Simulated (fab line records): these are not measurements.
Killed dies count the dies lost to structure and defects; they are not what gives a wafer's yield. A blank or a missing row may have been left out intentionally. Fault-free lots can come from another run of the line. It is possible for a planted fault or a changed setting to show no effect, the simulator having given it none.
Struck lot and sound lot, side by side | flow n5-finfet | 25 out of 1938 route steps
Sound: the wafers L989.1, L989.3, L989.5. Wafers L108.1, L108.5, L108.6 were the ones struck. The cause comes at the end.
Order at every step that has rows: each side's tool, ch and its chambers, its first start. Under that, the readings that differ: sound wafers | struck wafers | difference of the means | sigmas: that difference in standard deviations of wafers without a fault.
alike: words and numbers the same on both sides, and readings whose means are apart by under 2 such deviations; not compared: readings that were withheld, readings missing a value for some wafer, numbers with overlapping values and no deviation given by the record, and bounds like >300 which may hide the same value.
Wherever a step has rows on one side only, a row that says differs or no value, or a row with sigmas, the two part there. When numbers do not overlap yet have no deviation, they are printed without sigmas and do not part them. Lack of a reading on every wafer of one side parts them only where that side has two or more wafers.

first, 5 steps without rows for these wafers: N5_BEOL_M0_SAQP_EBR_10; N5_BEOL_M0_SAQP_SOFTBAKE_09 (time 60 s); N5_BEOL_M0_SAQP_EXPOSE_11 (exposes mask M0 CORE, target cd 42 nm); N5_BEOL_M0_SAQP_PEB_12 (peb time 60 s); N5_BEOL_M0_SAQP_DEVELOP_13 (develop time 30 s).
N5_BEOL_M0_SAQP_CD_MEAS_14: the cd target is 42.5 nm.
  sound on cd-sem-01 ch 0, day 5 23:47; struck on cd-sem-02 ch 0, day 10 11:37
  alike: cd-nm
N5_BEOL_M0_SAQP_OVL_MEAS_15:
  sound on overlay-02 ch 0, day 5 23:49; struck on overlay-02 ch 0, day 10 11:38
  alike: M0_CORE_OVL
N5_BEOL_M0_SAQP_INSPECT_16: inspects for defects (brightfield).
  struck on defect-inspect-01, day 10 11:40; sound on defect-inspect-02, day 5 23:50
  reading          | sound       | struck       | difference | sigmas
  raw-defect-count | 470 362 227 | 631 1077 798 | +482       | +3
N5_BEOL_M0_SAQP_DESCUM_19: chemistry O2, time 7.9 s.
  sound on rie-diel-04 ch 0,2, day 5 23:52; struck on rie-diel-04 ch 0,3, day 10 12:03
  alike: bias-power-w, drypump-motor-current-A, oes-product-au, rf-vpp-V, showerhead-plenum-p-Torr, throttle-valve-pct
  not compared: rf-hours-counter-h
then, 1 step without rows for these wafers: N5_BEOL_M0_SAQP_ETCH_83 (etches SiARC in CF4, target depth 39 nm, time 65 s).
N5_BEOL_M0_SAQP_ETCH_84: etches SOC in N2/H2, target depth 100 nm, overetch 20 nm, time 150 s.
  sound on rie-diel-04 ch 0,2, day 5 23:58; struck on rie-diel-04 ch 0,3, day 10 12:08
  reading    | sound             | struck            | difference | sigmas
  bias-w (W) | 150.5 150.0 150.4 | 149.4 149.7 149.0 | -0.9       | -2
  alike: drypump-motor-current-A, oes-product-au, rf-vpp-V, showerhead-plenum-p-Torr, throttle-valve-pct
  not compared: rf-hours-counter-h
then, 1 step without rows for these wafers: N5_BEOL_M0_SAQP_STRIP_80 (strips in N2/H2).
N5_BEOL_M0_SAQP_HM_OPEN_112: chemistry CHF3/O2, target SiO2, stops on a-Si, target depth 12 nm, time 13.5 s.
  sound on rie-diel-04 ch 0,2, day 6 00:04; struck on rie-diel-04 ch 0,3, day 10 12:15
  no value came back on the struck wafers for any of 9 readings (CHF3_flow_sccm (sccm), O2_flow_sccm (sccm) and others); on the sound wafers CHF3_flow_sccm (sccm) reads 49.82 50.19 50.06
  reading                                         | sound       | struck       | difference | sigmas
  model.SiARC_of_BEOL_M0_SAQP_COAT_82.thk-nm (nm) | 4.6 5.2 4.6 | 24.2 24 24.2 | +19.3      |
  not compared: rf-hours-counter-h
then, 1 step without rows for these wafers: N5_BEOL_M0_SAQP_STRIP_113 (strips in CHF3/O2).
N5_BEOL_M0_SAQP_MANDREL_ETCH_20: etches a-Si in HBr/Cl2, stops on SiNx, target depth 60 nm, bt time 10 s, time 30 s.
  sound on rie-si-03 ch 2,3, day 6 00:09; struck on rie-si-03 ch 0,3, day 10 12:20
  reading                | sound             | struck            | difference | sigmas
  oes-product-au (a.u.)  | 0.780 0.750 0.780 | 0.326 0.329 0.319 | -0.445     | -34
  throttle-valve-pct (%) | 35.0 35.5 34.9    | 36.4 36.4 36.4    | +1.3       | +3
  alike: bias-w, drypump-motor-current-A
  not compared: rf-hours-counter-h
then, 3 steps without rows for these wafers: N5_BEOL_M0_SAQP_STRIP_86 (strips in N2/H2); N5_BEOL_M0_SAQP_STRIP_115 (strips in post etch residue remover, time 60 s); N5_BEOL_M0_SAQP_SRD_93 (time 30 s).
N5_BEOL_M0_SAQP_RECESS_114: chemistry HF/NH3, target SiO2, target depth 14.4 nm, afs cycles 3, sublimation time 60 s.
  sound on vapor-etch-02 ch 0, day 6 00:23; struck on vapor-etch-02 ch 0,1, day 10 12:34
  alike: drypump-motor-current-A
N5_BEOL_M0_SAQP_SPACER1_ALD_98: deposits SiO2, target thk 12.8 nm, pulse time 1 s, purge time 2 s.
  sound on ald-sin-04 ch 0,1,2, day 6 00:46; struck on ald-sin-02 ch 1,2, day 10 13:22
  alike: heater-power-w, precursor-pulse-height-rel
N5_BEOL_M0_SAQP_SPACER1_ETCHBACK_99: etches SiO2 in CHF3/O2, target depth 15.4 nm, time 7.7 s.
  sound on rie-diel-04 ch 1,2, day 6 01:14; struck on rie-diel-05 ch 0,1, day 10 13:55
  alike: bias-w, drypump-motor-current-A, oes_ar_750_au, oes-product-au, rf-vpp-V, showerhead-plenum-p-Torr, throttle-valve-pct
  not compared: rf-hours-counter-h
N5_BEOL_M0_SAQP_MANDREL1_REMOVE_100: chemistry HBr/Cl2/O2, target a-Si, stops on SiNx, bt time 10 s.
  sound on rie-si-01 ch 0,3, day 6 01:20; struck on rie-si-01 ch 2,3, day 10 14:00
  reading               | sound             | struck            | difference | sigmas
  oes-product-au (a.u.) | 1.032 1.020 1.029 | 0.377 0.377 0.380 | -0.649     | -38
  alike: bias-w, drypump-motor-current-A, throttle-valve-pct
  not compared: rf-hours-counter-h
N5_BEOL_M0_SAQP_CD_MEAS_25: the cd target is 13.1 nm.
  sound on cd-sem-03 ch 0, day 6 01:26; struck on cd-sem-03 ch 0, day 10 14:07
  reading    | sound             | struck | difference                    | sigmas
  cd-nm (nm) | 12.96 12.87 13.11 | - - -  | no value on the struck wafers |
then, 1 step without rows for these wafers: N5_BEOL_M0_SAQP_ETCH_101 (etches SiNx in CH3F/O2, target depth 29.9 nm, time 42.7 s).
N5_BEOL_M4_RC_MEAS_101:
  the record has rows for the sound wafers here (prober-02 ch 0, day 8 13:09) and none for the struck ones

## WHERE THEY PART
Earliest at N5_BEOL_M0_SAQP_INSPECT_16; latest, in this record, at N5_BEOL_M4_RC_MEAS_101.

WHY: what the simulator had put in
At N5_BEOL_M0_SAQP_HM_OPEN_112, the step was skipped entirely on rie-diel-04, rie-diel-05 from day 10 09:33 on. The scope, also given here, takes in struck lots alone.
